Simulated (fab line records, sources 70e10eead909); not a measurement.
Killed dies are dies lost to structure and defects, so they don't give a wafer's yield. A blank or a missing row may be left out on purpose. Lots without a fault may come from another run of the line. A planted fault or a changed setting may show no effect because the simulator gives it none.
Which tool did it? | flow nand_harc | 12 lots, 36 wafers sampled, at 1 step of a route of 1302

WHAT THE GAUGES READ, wafer by wafer
NHARC_P_CONTACT_CD_MEAS_19.
lot  | measured     | on        | cd_nm (nm)
L075 | day 6 11:01  | cd_sem-03 | 89.8 89.8 85.4
L077 | day 7 03:12  | cd_sem-01 | 83.7 91.4 88.1
L079 | day 8 00:28  | cd_sem-03 | 89.9 90.0 90.1
L081 | day 9 06:16  | cd_sem-03 | 92.0 90.5 89.0
L083 | day 9 17:50  | cd_sem-03 | 87.5 89.1 91.4
L085 | day 10 13:46 | cd_sem-02 | 87.7 86.3 91.6
L089 | day 11 20:52 | cd_sem-02 | 90.4 90.1 90.6
L087 | day 12 00:34 | cd_sem-03 | 87.6 91.0 88.2
L091 | day 13 00:52 | cd_sem-03 | 89.0 88.7 90.2
L093 | day 13 21:40 | cd_sem-03 | 90.2 91.8 91.0
L094 | day 14 12:53 | cd_sem-03 | 88.4 92.8 87.2
L097 | day 15 09:39 | cd_sem-03 | 93.3 92.9 91.1

WHICH TOOL RAN EACH LOT (tool, then ch and the chambers of the sampled wafers, then the start)
The record holds no process step before these readings.

THE ANSWER, worked out from the rows above alone
Rule: what is usual is taken from the lots themselves. Put in order of their means at a reading, lots are off if they are a third of the lots or fewer, leave a main group of 4 or more, and stand apart from it by a gap of 3 or more times the standard deviation of the main group's means; of several such gaps the widest counts. A main group whose means are all the same, to the digits that the tables above print for the reading, isn't used. A lot without any number at a reading at which 4 lots or more have one is off too. The other lots that the step has rows for count as sound.
No lot is off at any reading shown: from this, nothing can be told.

WHAT THE SIMULATOR HAD PUT IN
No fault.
